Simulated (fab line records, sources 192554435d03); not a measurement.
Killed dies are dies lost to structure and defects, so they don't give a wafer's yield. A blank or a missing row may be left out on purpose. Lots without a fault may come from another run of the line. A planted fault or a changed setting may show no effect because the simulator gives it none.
fab line records | flow n5_finfet
record lots=5 wafers=15 last_day=15
route steps=1938 shown PAD_METAL@1893 PASSIVATION@1897
lots that met no fault: from a run of the same line without faults
start_h: hours from the record's first day to the start of the lot's first wafer shown | wait_h: hours since the lot's step before | " the same as in the row above | L1.1+2: a row that stands for several wafers | - no value, or no start given | * or withheld: withheld | < > ~ a bound
route shown NAME@n: a module of which the file shows steps, and the number in the route of the first | usual: mean/standard deviation of fault-free wafers | same: alike in all rows | chamber/n: place in a boat | sites: the reading at each site | _std_site: their standard deviation | _edge_site: outer sites' mean less inner sites' | radius_mm: how far each site lies from the wafer's centre | mask NAME#n: copy n | behind: the tool/chamber that last shaped the wafer | hold: why the lot was held/for how many hours/how that ended | device: the transistor (n, p or np) that didn't switch | end of line: the same wafers' tests at the end of the route | a step without rows: its recipe alone | killed: dies lost to structure and defects at the first sort, not the wafer's yield | map: a wafer's dies, x killed, . not, _ none there
set.NAME: the setting as run; set.NAME@STEP: as run at that earlier step | model.NAME: the simulator's own value behind a step, which no gauge read
lots at some steps of the route; a table a step, a row a wafer
services: from which hour (start_h, from the record's first day; less than 0 if before it) a tool's chamber was out of use, for how many hours, and why
## steps
# step N5_PASSIVATION_DEGAS_18
# recipe ambient=vacuum temp_c=300 time_s=60
# usual heater_power_w=448/38 susceptor_temp_C=300.00/0.18
# columns lot.wafer tool chamber start_h wait_h heater_power_w susceptor_temp_C
L080.1 pvd_sputter-03 - 311.10 0.3 410 300.26
L080.2 " - " " 413 300.00
L080.3 " - " " 377 299.98
L084.1 pvd_sputter-03 - 329.82 0.3 427 300.00
L084.4 " - " " 425 299.78
L084.5 " - " " 389 300.21
L085.1 pvd_sputter-01 - 353.12 0.8 486 300.10
L085.2 " - " " 496 299.82
L085.4 " - " " 498 299.79
L088.2 pvd_sputter-03 - 353.21 0.7 416 300.01
L088.3 " - " " 376 299.99
L088.4 " - " " 419 299.88
L086.1 pvd_sputter-02 - 358.75 0.6 476 300.28
L086.4 " - " " 450 300.08
L086.5 " - " " 476 300.31
# step N5_PASSIVATION_PRE_CLEAN_19
# recipe gas=H2/He time_s=* temp_c=*
# usual heater_power_w=447/38 susceptor_temp_C=*
# columns lot.wafer tool chamber start_h wait_h heater_power_w susceptor_temp_C
L080.1 pvd_sputter-03 - 311.14 0.0 428 *
L080.2 " - " " 425 *
L080.3 " - " " 385 *
L084.1 pvd_sputter-03 - 329.86 0.0 424 *
L084.4 " - " " 414 *
L084.5 " - " " 380 *
L085.1 pvd_sputter-01 - 353.16 0.0 474 *
L085.2 " - " " 483 *
L085.4 " - " " 499 *
L088.2 pvd_sputter-03 - 353.25 0.0 417 *
L088.3 " - " " 389 *
L088.4 " - " " 420 *
L086.1 pvd_sputter-02 - 358.79 0.0 482 *
L086.4 " - " " 430 *
L086.5 " - " " 474 *
# step N5_PASSIVATION_SPUTTER_20
# recipe material=TaN target_thk_a=500 temp_c=25 chamber_pressure_pa=0.4
# usual susceptor_temp_C=25.00/0.092 throttle_valve_pct=29.9/1
# columns lot.wafer tool chamber start_h wait_h susceptor_temp_C throttle_valve_pct
L080.1 pvd_sputter-03 - 311.18 0.0 25.09 28.9
L080.2 " - " " 24.86 30.4
L080.3 " - " " 24.99 29.2
L084.1 pvd_sputter-03 - 329.90 0.0 24.93 30.5
L084.4 " - " " 25.04 29.0
L084.5 " - " " 25.14 29.0
L085.1 pvd_sputter-01 - 353.20 0.0 24.97 30.2
L085.2 " - " " 25.03 32.2
L085.4 " - " " 24.98 30.9
L088.2 pvd_sputter-03 - 353.29 0.0 24.88 30.5
L088.3 " - " " 24.79 29.7
L088.4 " - " " 25.03 30.7
L086.1 pvd_sputter-02 - 358.83 0.0 24.96 29.4
L086.4 " - " " 25.03 29.4
L086.5 " - " " 24.86 29.8
# step N5_PASSIVATION_AL_DEP_21
# recipe material=Al target_thk_a=28000 temp_c=400 time_s=170 power_w=30000 chamber_pressure_pa=0.4 gas=Ar
# usual susceptor_temp_C=399.95/0.22 throttle_valve_pct=29.9/1
# columns lot.wafer tool chamber start_h wait_h susceptor_temp_C throttle_valve_pct
L080.1 pvd_sputter-03 - 311.28 0.1 399.61 29.2
L080.2 " - " " 399.85 30.5
L080.3 " - " " 399.79 29.2
L084.1 pvd_sputter-03 - 330.00 0.1 400.22 30.4
L084.4 " - " " 399.77 29.1
L084.5 " - " " 400.15 29.1
L085.1 pvd_sputter-01 - 353.30 0.1 400.23 29.9
L085.2 " - " " 400.06 32.3
L085.4 " - " " 399.82 30.7
L088.2 pvd_sputter-03 - 353.39 0.1 400.05 30.4
L088.3 " - " " 399.94 29.3
L088.4 " - " " 400.05 30.7
L086.1 pvd_sputter-02 - 358.93 0.1 399.86 29.8
L086.4 " - " " 399.72 29.6
L086.5 " - " " 399.72 29.7
# step N5_PASSIVATION_HMDS_23
# recipe time_s=60 temp_c=120
# columns lot.wafer tool chamber start_h wait_h
L080.1+2+3 litho_track-05 0 311.46 0.1
L084.1+4+5 litho_track-01 0 330.19 0.1
L085.1+2+4 litho_track-03 0 353.49 0.1
L088.2+3+4 litho_track-05 0 353.58 0.1
L086.1+4+5 litho_track-05 0 359.11 0.1
# step N5_PASSIVATION_COAT_24
# recipe spin_rpm=3000 resist_thk_nm=withheld
# usual dispense_pressure_kPa=48.8/2.7
# columns lot.wafer tool chamber start_h wait_h dispense_pressure_kPa
L080.1 litho_track-05 0 - - 51.5
L080.2 " 0 " " 51.4
L080.3 " 0 " " 51.5
L084.1 litho_track-01 0 - - 45.3
L084.4 " 0 " " 45.2
L084.5 " 0 " " 45.2
L085.1 litho_track-03 0 - - 48.4
L085.2 " 0 " " 48.4
L085.4 " 0 " " 48.4
L088.2 litho_track-05 0 - - 51.5
L088.3 " 0 " " 51.5
L088.4 " 0 " " 51.5
L086.1 litho_track-05 0 - - 51.5
L086.4 " 0 " " 51.5
L086.5 " 0 " " 51.5
# step N5_PASSIVATION_EBR_26
# recipe solvent=PGMEA ebr_width_mm=1.5
# columns lot.wafer tool chamber start_h wait_h
L080.1+2+3 litho_track-05 0 - -
L084.1+4+5 litho_track-01 0 - -
L085.1+2+4 litho_track-03 0 - -
L088.2+3+4 litho_track-05 0 - -
L086.1+4+5 litho_track-05 0 - -
# step N5_PASSIVATION_SOFTBAKE_25
# recipe temp_c=100 time_s=90
# columns lot.wafer tool chamber start_h wait_h
L080.1+2+3 litho_track-05 0 - -
L084.1+4+5 litho_track-01 0 - -
L085.1+2+4 litho_track-03 0 - -
L088.2+3+4 litho_track-05 0 - -
L086.1+4+5 litho_track-05 0 - -
# step N5_PASSIVATION_EXPOSE_27
# recipe mask_id=PAD na=0.55 source_shape=conventional sigma_outer=0.8 polarization=unpolarized defocus_nm=0 dose_mj=32.3
# columns lot.wafer tool chamber start_h wait_h mask
L080.1+2+3 krf_scanner-01 0 311.57 - PAD#0
L084.1+4+5 krf_scanner-01 0 330.42 - PAD#0
L085.1+2+4 krf_scanner-01 0 353.60 - PAD#0
L088.2+3+4 krf_scanner-02 0 353.82 - PAD#0
L086.1+4+5 krf_scanner-01 0 359.35 - PAD#0
# step N5_PASSIVATION_PEB_28
# recipe peb_temp_c=withheld peb_time_s=*
# columns lot.wafer tool chamber start_h wait_h
L080.1+2+3 litho_track-01 0 311.63 0.1
L084.1+4+5 litho_track-03 0 330.48 0.1
L085.1+2+4 litho_track-01 0 353.65 0.1
L088.2+3+4 litho_track-03 0 353.87 0.0
L086.1+4+5 litho_track-05 0 359.40 0.1
# step N5_PASSIVATION_DEVELOP_29
# recipe develop_time_s=60 rinse_liquid=diw dry=air_spin dev_temp_c=21
# columns lot.wafer tool chamber start_h wait_h
L080.1+2+3 litho_track-01 0 - -
L084.1+4+5 litho_track-03 0 - -
L085.1+2+4 litho_track-01 0 - -
L088.2+3+4 litho_track-03 0 - -
L086.1+4+5 litho_track-05 0 - -
# step N5_PASSIVATION_HARDBAKE_31
# recipe temp_c=130 time_s=120
# columns lot.wafer tool chamber start_h wait_h
L080.1+2+3 litho_track-01 0 - -
L084.1+4+5 litho_track-03 0 - -
L085.1+2+4 litho_track-01 0 - -
L088.2+3+4 litho_track-03 0 - -
L086.1+4+5 litho_track-05 0 - -
# step N5_PASSIVATION_CD_MEAS_30
# recipe target_cd_nm=4000 landing_energy_ev=500 detector=se_inlens polarity=opening
# usual cd_nm=3999.7/1.9
# columns lot.wafer tool chamber start_h wait_h cd_nm
L080.1 cd_sem-01 0 311.75 - 3999.1
L080.2 " 0 " " 4000.0
L080.3 " 0 " " 3999.2
L084.1 cd_sem-01 0 330.60 - 4000.0
L084.4 " 0 " " 3999.6
L084.5 " 0 " " 3999.0
L085.1 cd_sem-01 0 353.77 - 4001.8
L085.2 " 0 " " 4000.0
L085.4 " 0 " " 4002.0
L088.2 cd_sem-02 0 353.99 - 3996.6
L088.3 " 0 " " 3995.8
L088.4 " 0 " " 3997.5
L086.1 cd_sem-02 0 359.52 - 4001.3
L086.4 " 0 " " 4000.2
L086.5 " 0 " " 4000.5
# step N5_PASSIVATION_OVL_MEAS_63
# recipe points_per_wafer=44
# usual PAD_OVL=-5/5.5
# columns lot.wafer tool chamber start_h wait_h PAD_OVL[nm]
L080.1 overlay-01 0 311.78 0.0 -11
L080.2 " 0 " " -12
L080.3 " 0 " " -9
L084.1 overlay-01 0 330.63 0.0 -6
L084.4 " 0 " " -5
L084.5 " 0 " " -1
L085.1 overlay-01 0 353.80 0.0 0
L085.2 " 0 " " -4
L085.4 " 0 " " -10
L088.2 overlay-01 0 354.02 0.0 -4
L088.3 " 0 " " -5
L088.4 " 0 " " -2
L086.1 overlay-01 0 359.55 0.0 9
L086.4 " 0 " " -2
L086.5 " 0 " " -1
# step N5_PASSIVATION_INSPECT_64
# recipe mode=adi inspect_instrument=macro
# usual raw_defect_count=1.8/1.5
# columns lot.wafer tool chamber start_h wait_h raw_defect_count
L080.1 defect_inspect-02 - 311.80 0.0 1
L080.2 " - " " 3
L080.3 " - " " 0
L084.1 defect_inspect-01 - 330.65 0.0 0
L084.4 " - " " 3
L084.5 " - " " 2
L085.1 defect_inspect-02 - 353.83 0.0 0
L085.2 " - " " 3
L085.4 " - " " 0
L088.2 defect_inspect-01 - 354.04 0.0 0
L088.3 " - " " 1
L088.4 " - " " 2
L086.1 defect_inspect-02 - 359.58 0.0 2
L086.4 " - " " 1
L086.5 " - " " 0
# step N5_PASSIVATION_DESCUM_32
# recipe chemistry=O2 time_s=7.9 source_power_w=50 bias_power_w=20 pressure_mtorr=20 rf_frequency_hz=2.712e+07 temp_c=40 o2_flow_sccm=225
# usual drypump_motor_current_A=5.9/0.37 oes_product_au=0.83/0.063 rf_vpp_V=243.3/1.2 showerhead_plenum_p_Torr=2.10/0.062 throttle_valve_pct=20.46/0.21
# columns lot.wafer tool chamber start_h wait_h drypump_motor_current_A oes_product_au rf_hours_counter_h rf_vpp_V showerhead_plenum_p_Torr throttle_valve_pct
L080.1 rie_diel-06 2 311.84 0.0 5.7 0.82 89 240.7 2.02 20.32
L080.2 " 1 " " 6.5 0.85 63 243.8 2.14 20.77
L080.3 " 0 " " 6.2 0.83 73 243.4 2.03 20.69
L084.1 rie_diel-02 2 330.72 0.1 6.2 0.82 99 243.5 2.11 20.18
L084.4 " 0 " " 6.0 0.79 112 243.5 2.11 20.29
L084.5 " 2 " " 6.2 0.82 - 244.0 2.11 20.19
L085.1 rie_diel-02 2 353.95 0.1 6.2 0.81 107 242.6 2.11 20.18
L085.2 " 1 " " 5.5 0.95 13 243.3 2.14 20.61
L085.4 " 0 " " 6.0 0.79 - 245.3 2.10 20.28
L088.2 rie_diel-02 2 354.07 0.0 6.2 0.82 107 242.6 2.11 20.18
L088.3 " 0 " " 6.0 0.79 121 244.9 2.10 20.31
L088.4 " 1 " " 5.5 0.95 - 244.3 2.14 20.60
L086.1 rie_diel-01 3 359.61 0.0 5.3 0.80 94 244.9 2.22 20.75
L086.4 " 1 " " 6.1 0.83 64 241.3 2.05 20.39
L086.5 " 3 " " 5.3 0.81 - 245.6 2.22 20.75
# step N5_PASSIVATION_AL_ETCH_33
# recipe chemistry=Cl2/BCl3 target_depth_a=28000 over_etch_frac=0.15 Cl2_flow_sccm=180 bcl3_flow_sccm=60 target=Al stop_on=TaN time_s=466.7 ion_energy_ev=100 pressure_mtorr=10 icp_w=900 bias_w=100
# usual drypump_motor_current_A=5.85/0.18 oes_product_au=0.68/0.046 throttle_valve_pct=34.3/0.39
# columns lot.wafer tool chamber start_h wait_h drypump_motor_current_A oes_product_au rf_hours_counter_h throttle_valve_pct
L080.1 rie_metal-03 0 311.92 0.1 6.03 0.65 70 34.0
L080.2 " 1 " " 6.05 0.77 14 34.8
L080.3 " 0 " " 6.04 0.65 - 33.9
L084.1 rie_metal-02 1 330.81 0.1 5.44 0.67 53 34.0
L084.4 " 0 " " 5.66 0.68 - 34.2
L084.5 " 1 " " 5.46 0.66 - 34.0
L085.1 rie_metal-02 1 354.05 0.1 5.44 0.66 55 34.0
L085.2 " 0 " " 5.64 0.68 44 34.2
L085.4 " 1 " " 5.46 0.66 - 34.0
L088.2 rie_metal-01 0 354.16 0.1 5.87 0.67 57 34.0
L088.3 " 1 " " 5.80 0.67 - 34.8
L088.4 " 0 " " 5.84 0.67 - 33.9
L086.1 rie_metal-01 1 359.70 0.1 5.85 0.68 55 34.7
L086.4 " 0 " " 5.86 0.67 - 33.9
L086.5 " 0 " " 5.85 0.68 - 33.9
# step N5_PASSIVATION_ETCH_59
# recipe chemistry=Cl2/BCl3 target=TaN target_depth_a=650 time_s=34.9 ion_energy_ev=100 pressure_mtorr=10 icp_w=900 bias_w=100 Cl2_flow_sccm=60 bcl3_flow_sccm=30
# usual drypump_motor_current_A=5.85/0.19 oes_product_au=0.75/0.059 throttle_valve_pct=21.14/0.26
# columns lot.wafer tool chamber start_h wait_h drypump_motor_current_A oes_product_au rf_hours_counter_h throttle_valve_pct
L080.1 rie_metal-03 0 312.32 0.3 6.04 0.71 70 20.92
L080.2 " 1 " " 6.08 0.88 14 21.38
L080.3 " 0 " " 6.01 0.71 - 20.93
L084.1 rie_metal-02 1 331.21 0.3 5.45 0.72 53 21.00
L084.4 " 0 " " 5.63 0.75 - 21.03
L084.5 " 1 " " 5.44 0.73 - 20.98
L085.1 rie_metal-02 1 354.45 0.3 5.46 0.73 55 20.99
L085.2 " 0 " " 5.64 0.75 45 21.03
L085.4 " 1 " " 5.47 0.73 - 20.99
L088.2 rie_metal-01 0 354.56 0.3 5.83 0.73 58 20.84
L088.3 " 1 " " 5.80 0.74 - 21.49
L088.4 " 0 " " 5.83 0.73 - 20.85
L086.1 rie_metal-01 1 360.10 0.3 5.84 0.73 55 21.50
L086.4 " 0 " " 5.85 0.72 - 20.87
L086.5 " 0 " " 5.83 0.72 - 20.82
# step N5_PASSIVATION_STRIP_34
# recipe chemistry=O2 power_w=600 temp_c=60 pressure_mtorr=30 rf_frequency_hz=6e+07 bias_power_w=0 overash_fraction=2 o2_flow_sccm=225
# usual drypump_motor_current_A=5.9/0.38 oes_product_au=0.84/0.069 rf_vpp_V=3.8/1.6 showerhead_plenum_p_Torr=2.09/0.057 throttle_valve_pct=16.69/0.21
# columns lot.wafer tool chamber start_h wait_h drypump_motor_current_A oes_product_au rf_hours_counter_h rf_vpp_V showerhead_plenum_p_Torr throttle_valve_pct
L080.1 rie_diel-01 3 312.44 0.1 5.3 0.83 75 3.3 2.23 16.90
L080.2 " 2 " " 5.9 0.95 14 1.6 2.15 16.47
L080.3 " 0 " " 6.0 0.80 98 3.8 2.21 16.67
L084.1 rie_diel-02 1 331.40 0.2 5.5 0.99 4 2.3 2.15 16.79
L084.4 " 3 " " 5.5 0.79 74 6.0 2.15 16.44
L084.5 " 3 " " 5.5 0.80 - 4.9 2.15 16.37
L085.1 rie_diel-06 1 354.57 0.1 6.5 0.84 79 4.4 2.14 16.95
L085.2 " 3 " " 5.3 0.96 13 4.7 2.05 16.56
L085.4 " 0 " " 6.2 0.80 88 2.6 2.03 16.86
L088.2 rie_diel-06 2 354.68 0.1 5.7 0.80 106 2.7 2.02 16.56
L088.3 " 0 " " 6.2 0.82 88 3.3 2.03 16.78
L088.4 " 1 " " 6.5 0.84 79 1.1 2.14 16.96
L086.1 rie_diel-06 1 360.21 0.1 6.5 0.84 81 1.3 2.14 17.00
L086.4 " 3 " " 5.4 0.95 14 4.0 2.05 16.56
L086.5 " 2 " " 5.7 0.80 - 2.0 2.02 16.63
# step N5_PASSIVATION_STRIP_51
# recipe chemistry=post_etch_residue_remover time_s=1200 temp_c=72.5
# columns lot.wafer tool chamber start_h wait_h
L080.1+2+3 wet_bench-01 6,2,3 312.51 -
L084.1+4+5 wet_bench-01 7,3,5 331.47 -
L085.1+2+4 wet_bench-03 1,0,6 354.63 -
L088.2+3+4 wet_bench-04 5,0,2 354.75 -
L086.1+4+5 wet_bench-03 7,1,5 360.28 -
# step N5_PASSIVATION_CLEAN_69
# recipe chemistry=IPA time_s=180 temp_c=25
# columns lot.wafer tool chamber start_h wait_h
L080.1+2+3 wet_bench-01 6,2,3 312.84 0.0
L084.1+4+5 wet_bench-01 7,3,5 331.81 0.0
L085.1+2+4 wet_bench-03 1,0,6 354.97 0.0
L088.2+3+4 wet_bench-04 5,0,2 355.08 0.0
L086.1+4+5 wet_bench-03 7,1,5 360.62 0.0
# step N5_PASSIVATION_SRD_70
# recipe dry=ipa_marangoni time_s=30 temp_c=23 rinse_liquid=diw
# columns lot.wafer tool chamber start_h wait_h
L080.1+2+3 wet_bench-01 6,2,3 312.89 0.0
L084.1+4+5 wet_bench-01 7,3,5 331.86 0.0
L085.1+2+4 wet_bench-03 1,0,6 355.02 0.0
L088.2+3+4 wet_bench-04 5,0,2 355.13 0.0
L086.1+4+5 wet_bench-03 7,1,5 360.67 0.0
# step N5_PASSIVATION_PECVD_53
# recipe material=SiO2 target_thk_a=8000 temp_c=400 precursor=TEOS/O2 pressure_torr=6.5 rf_w=withheld teos_flow_sccm=withheld gas=O2 flow_sccm=2650 time_s=169.4
# usual susceptor_temp_C=400.00/0.21
# columns lot.wafer tool chamber start_h wait_h susceptor_temp_C
L080.1 pecvd-02 2 312.94 0.0 400.51
L080.2 " 1 " " 400.15
L080.3 " 0 " " 400.22
L084.1 pecvd-03 0 331.91 0.0 400.36
L084.4 " 0 " " 399.89
L084.5 " 2 " " 399.97
L085.1 pecvd-03 2 355.07 0.0 399.95
L085.2 " 1 " " 399.78
L085.4 " 2 " " 399.53
L088.2 pecvd-02 1 355.18 0.0 400.03
L088.3 " 2 " " 400.06
L088.4 " 0 " " 399.62
L086.1 pecvd-01 0 360.71 0.0 399.93
L086.4 " 0 " " 399.78
L086.5 " 1 " " 400.35
# step N5_PASSIVATION_PECVD_35
# recipe material=SiNx target_thk_a=7000 temp_c=400 precursor=SiH4/NH3/N2 pressure_torr=4.9 rf_w=1406 time_s=151.3
# usual heater_power_w=442/130 showerhead_plenum_p_Torr=8.66/0.039 susceptor_temp_C=399.99/0.21 throttle_valve_pct=28.9/1.3
# columns lot.wafer tool chamber start_h wait_h heater_power_w showerhead_plenum_p_Torr susceptor_temp_C throttle_valve_pct
L080.1 pecvd-02 2 313.05 0.1 395 8.70 400.13 27.0
L080.2 " 1 " " 241 8.68 400.00 30.7
L080.3 " 0 " " 302 8.65 400.18 28.8
L084.1 pecvd-03 0 332.02 0.1 425 8.61 400.11 30.0
L084.4 " 0 " " 467 8.60 400.06 30.7
L084.5 " 2 " " 474 8.66 399.76 27.5
L085.1 pecvd-03 2 355.24 0.1 431 8.66 400.29 27.5
L085.2 " 1 " " 666 8.67 400.31 28.3
L085.4 " 2 " " 484 8.65 400.11 27.4
L088.2 pecvd-02 1 355.29 0.1 309 8.65 399.82 30.6
L088.3 " 2 " " 370 8.67 399.97 27.3
L088.4 " 0 " " 245 8.67 399.82 28.7
L086.1 pecvd-01 0 360.83 0.1 556 8.72 400.04 30.0
L086.4 " 0 " " 412 8.76 399.96 30.1
L086.5 " 1 " " 601 8.60 400.27 29.7
# step N5_PASSIVATION_HMDS_37
# recipe time_s=60 temp_c=120
# columns lot.wafer tool chamber start_h wait_h
L080.1+2+3 litho_track-05 0 313.19 0.1
L084.1+4+5 litho_track-05 0 332.15 0.1
L088.2+3+4 litho_track-05 0 355.43 0.1
L085.1+2+4 litho_track-01 0 355.43 0.1
L086.1+4+5 litho_track-01 0 360.96 0.1
# step N5_PASSIVATION_COAT_38
# recipe spin_rpm=3000 resist_thk_nm=withheld
# usual dispense_pressure_kPa=48.8/2.6
# columns lot.wafer tool chamber start_h wait_h dispense_pressure_kPa
L080.1 litho_track-05 0 - - 51.5
L080.2 " 0 " " 51.5
L080.3 " 0 " " 51.5
L084.1 litho_track-05 0 - - 51.5
L084.4 " 0 " " 51.5
L084.5 " 0 " " 51.5
L088.2 litho_track-05 0 - - 51.5
L088.3 " 0 " " 51.5
L088.4 " 0 " " 51.5
L085.1 litho_track-01 0 - - 45.3
L085.2 " 0 " " 45.4
L085.4 " 0 " " 45.3
L086.1 litho_track-01 0 - - 45.3
L086.4 " 0 " " 45.3
L086.5 " 0 " " 45.3
# step N5_PASSIVATION_EBR_40
# recipe solvent=PGMEA ebr_width_mm=1.5
# columns lot.wafer tool chamber start_h wait_h
L080.1+2+3 litho_track-05 0 - -
L084.1+4+5 litho_track-05 0 - -
L088.2+3+4 litho_track-05 0 - -
L085.1+2+4 litho_track-01 0 - -
L086.1+4+5 litho_track-01 0 - -
# step N5_PASSIVATION_SOFTBAKE_39
# recipe temp_c=110 time_s=120
# columns lot.wafer tool chamber start_h wait_h
L080.1+2+3 litho_track-05 0 - -
L084.1+4+5 litho_track-05 0 - -
L088.2+3+4 litho_track-05 0 - -
L085.1+2+4 litho_track-01 0 - -
L086.1+4+5 litho_track-01 0 - -
# step N5_PASSIVATION_EXPOSE_41
# recipe mask_id=PASS_OPEN na=0.55 defocus_nm=0 source_shape=conventional sigma_outer=0.8 polarization=unpolarized target_cd_nm=40000 dose_mj=57.25
# columns lot.wafer tool chamber start_h wait_h mask
L080.1+2+3 krf_scanner-01 0 313.43 - PASS_OPEN#0
L084.1+4+5 krf_scanner-01 0 332.27 - PASS_OPEN#0
L088.2+3+4 krf_scanner-02 0 355.67 - PASS_OPEN#0
L085.1+2+4 krf_scanner-01 0 355.83 - PASS_OPEN#0
L086.1+4+5 krf_scanner-02 0 361.20 - PASS_OPEN#0
# step N5_PASSIVATION_PEB_42
# recipe peb_temp_c=withheld peb_time_s=*
# columns lot.wafer tool chamber start_h wait_h
L080.1+2+3 litho_track-03 0 313.49 0.1
L084.1+4+5 litho_track-03 0 332.33 0.1
L088.2+3+4 litho_track-03 0 355.73 0.0
L085.1+2+4 litho_track-05 0 355.89 0.1
L086.1+4+5 litho_track-01 0 361.26 0.1
# step N5_PASSIVATION_DEVELOP_43
# recipe develop_time_s=60 rinse_liquid=diw dry=air_spin dev_temp_c=21
# columns lot.wafer tool chamber start_h wait_h
L080.1+2+3 litho_track-03 0 - -
L084.1+4+5 litho_track-03 0 - -
L088.2+3+4 litho_track-03 0 - -
L085.1+2+4 litho_track-05 0 - -
L086.1+4+5 litho_track-01 0 - -
# step N5_PASSIVATION_HARDBAKE_45
# recipe temp_c=130 time_s=120
# columns lot.wafer tool chamber start_h wait_h
L080.1+2+3 litho_track-03 0 - -
L084.1+4+5 litho_track-03 0 - -
L088.2+3+4 litho_track-03 0 - -
L085.1+2+4 litho_track-05 0 - -
L086.1+4+5 litho_track-01 0 - -
# step N5_PASSIVATION_CD_MEAS_44
# recipe target_cd_nm=40000 landing_energy_ev=500 detector=se_inlens
# usual cd_nm=40000/3.9
# columns lot.wafer tool chamber start_h wait_h cd_nm
L080.1 cd_sem-01 0 313.61 - 40003
L080.2 " 0 " " 39996
L080.3 " 0 " " 40001
L084.1 cd_sem-03 0 332.45 - 39998
L084.4 " 0 " " 40001
L084.5 " 0 " " 39999
L088.2 cd_sem-02 0 355.85 - 39998
L088.3 " 0 " " 39997
L088.4 " 0 " " 39994
L085.1 cd_sem-01 0 356.01 - 40008
L085.2 " 0 " " 40003
L085.4 " 0 " " 39999
L086.1 cd_sem-02 0 361.38 - 39997
L086.4 " 0 " " 40002
L086.5 " 0 " " 40004
# step N5_PASSIVATION_OVL_MEAS_66
# recipe points_per_wafer=44
# usual PASS_OPEN_OVL=1/6.4
# columns lot.wafer tool chamber start_h wait_h PASS_OPEN_OVL[nm]
L080.1 overlay-01 0 313.64 0.0 -7
L080.2 " 0 " " -3
L080.3 " 0 " " 0
L084.1 overlay-01 0 332.48 0.0 -4
L084.4 " 0 " " 1
L084.5 " 0 " " -2
L088.2 overlay-01 0 355.88 0.0 23
L088.3 " 0 " " 12
L088.4 " 0 " " 14
L085.1 overlay-02 0 356.04 0.0 -7
L085.2 " 0 " " -3
L085.4 " 0 " " -9
L086.1 overlay-01 0 361.41 0.0 7
L086.4 " 0 " " 5
L086.5 " 0 " " -3
# step N5_PASSIVATION_INSPECT_67
# recipe mode=adi inspect_instrument=macro
# usual raw_defect_count=1.8/1.4
# columns lot.wafer tool chamber start_h wait_h raw_defect_count
L080.1 defect_inspect-02 - 313.66 0.0 2
L080.2 " - " " 0
L080.3 " - " " 3
L084.1 defect_inspect-02 - 332.50 0.0 4
L084.4 " - " " 1
L084.5 " - " " 4
L088.2 defect_inspect-01 - 355.90 0.0 4
L088.3 " - " " 1
L088.4 " - " " 1
L085.1 defect_inspect-01 - 356.06 0.0 1
L085.2 " - " " 2
L085.4 " - " " 2
L086.1 defect_inspect-02 - 361.44 0.0 2
L086.4 " - " " 3
L086.5 " - " " 0
# step N5_PASSIVATION_DESCUM_46
# recipe chemistry=O2 time_s=7.9 source_power_w=50 bias_power_w=20 pressure_mtorr=20 rf_frequency_hz=2.712e+07 temp_c=40 o2_flow_sccm=225
# usual drypump_motor_current_A=5.9/0.34 oes_product_au=0.83/0.064 rf_vpp_V=243.4/1.2 showerhead_plenum_p_Torr=2.12/0.065 throttle_valve_pct=20.48/0.2
# columns lot.wafer tool chamber start_h wait_h drypump_motor_current_A oes_product_au rf_hours_counter_h rf_vpp_V showerhead_plenum_p_Torr throttle_valve_pct
L080.1 rie_diel-02 2 314.17 0.5 6.2 0.82 92 243.0 2.11 20.17
L080.2 " 3 " " 5.5 0.82 67 244.0 2.15 20.23
L080.3 " 0 " " 6.0 0.80 107 243.4 2.11 20.29
L084.1 rie_diel-01 2 332.55 0.0 5.9 0.93 19 243.5 2.15 20.37
L084.4 " 3 " " 5.3 0.81 84 244.5 2.22 20.73
L084.5 " 0 " " 6.0 0.79 - 242.7 2.20 20.46
L088.2 rie_diel-01 3 355.93 0.0 5.3 0.81 92 244.5 2.22 20.75
L088.3 " 2 " " 5.9 0.92 27 244.1 2.15 20.38
L088.4 " 1 " " 6.1 0.83 63 242.2 2.05 20.41
L085.1 rie_diel-06 3 356.10 0.0 5.4 0.97 13 241.5 2.05 20.38
L085.2 " 1 " " 6.5 0.83 80 243.1 2.13 20.79
L085.4 " 0 " " 6.2 0.80 89 241.3 2.03 20.69
L086.1 rie_diel-01 0 361.49 0.0 6.0 0.77 118 246.3 2.20 20.48
L086.4 " 3 " " 5.3 0.80 95 244.2 2.22 20.75
L086.5 " 2 " " 5.9 0.91 - 244.3 2.15 20.38
# step N5_PASSIVATION_PASS_ETCH_47
# recipe chemistry=CF4/O2 target=SiNx target_depth_a=7700 time_s=385 ion_energy_ev=100 pressure_mtorr=40 source_w=535 bias_w=49 Ar_flow_sccm=100 cf4_flow_sccm=100 O2_flow_sccm=10
# usual drypump_motor_current_A=5.9/0.34 oes_ar_750_au=0.82/0.064 oes_o_777_au=0.84/0.067 oes_product_au=0.83/0.063 rf_vpp_V=244/3.5 showerhead_plenum_p_Torr=2.22/0.064 throttle_valve_pct=15.82/0.22
# columns lot.wafer tool chamber start_h wait_h drypump_motor_current_A oes_ar_750_au oes_o_777_au oes_product_au rf_hours_counter_h rf_vpp_V showerhead_plenum_p_Torr throttle_valve_pct
L080.1 rie_diel-02 2 314.21 0.0 6.2 0.81 0.82 0.81 92 254 2.21 15.48
L080.2 " 3 " " 5.5 0.81 0.84 0.81 67 238 2.24 15.50
L080.3 " 0 " " 6.0 0.80 0.81 0.80 107 243 2.21 15.69
L084.1 rie_diel-01 2 332.59 0.0 5.9 0.93 0.96 0.93 19 245 2.24 15.61
L084.4 " 3 " " 5.3 0.80 0.81 0.81 84 242 2.33 16.08
L084.5 " 0 " " 6.0 0.77 0.79 0.79 - 241 2.31 15.83
L088.2 rie_diel-01 3 355.97 0.0 5.3 0.79 0.80 0.80 92 242 2.32 16.09
L088.3 " 2 " " 5.9 0.91 0.93 0.91 28 245 2.24 15.63
L088.4 " 1 " " 6.0 0.83 0.87 0.84 63 247 2.14 15.66
L085.1 rie_diel-06 3 356.13 0.0 5.4 0.95 0.93 0.95 14 245 2.17 15.82
L085.2 " 1 " " 6.5 0.81 0.83 0.81 80 244 2.22 16.05
L085.4 " 0 " " 6.2 0.80 0.81 0.81 89 243 2.14 16.04
L086.1 rie_diel-01 0 361.52 0.0 6.0 0.77 0.78 0.77 118 240 2.30 15.85
L086.4 " 3 " " 5.3 0.78 0.80 0.78 95 241 2.32 16.09
L086.5 " 2 " " 5.9 0.91 0.93 0.91 - 244 2.24 15.63
## services
# columns tool chamber start_h hours kind
rie_diel-02 1 302.20 - clean
rie_diel-02 1 302.20 - consumable_replace:focus_ring
rie_diel-02 1 302.20 17.0 scheduled_down
rie_diel-02 1 302.20 17.0 vent_cycle
rie_diel-06 3 303.32 - clean
rie_diel-06 3 303.32 - consumable_replace:focus_ring
rie_diel-06 3 303.32 15.4 scheduled_down
rie_diel-06 3 303.32 15.4 vent_cycle
krf_scanner-01 - 304.61 4.0 pm
krf_scanner-02 0 313.12 - calibration
rie_diel-01 2 315.73 7.1 repair
wet_bench-03 - 321.35 2.3 repair
krf_scanner-01 - 321.71 0.6 repair
krf_scanner-02 - 334.23 3.6 pm
rie_metal-01 - 340.25 9.7 repair
pecvd-03 0 344.56 12.3 repair
rie_diel-02 3 350.59 13.3 repair
pecvd-02 1 357.92 2.1 scheduled_down
## key
fault none
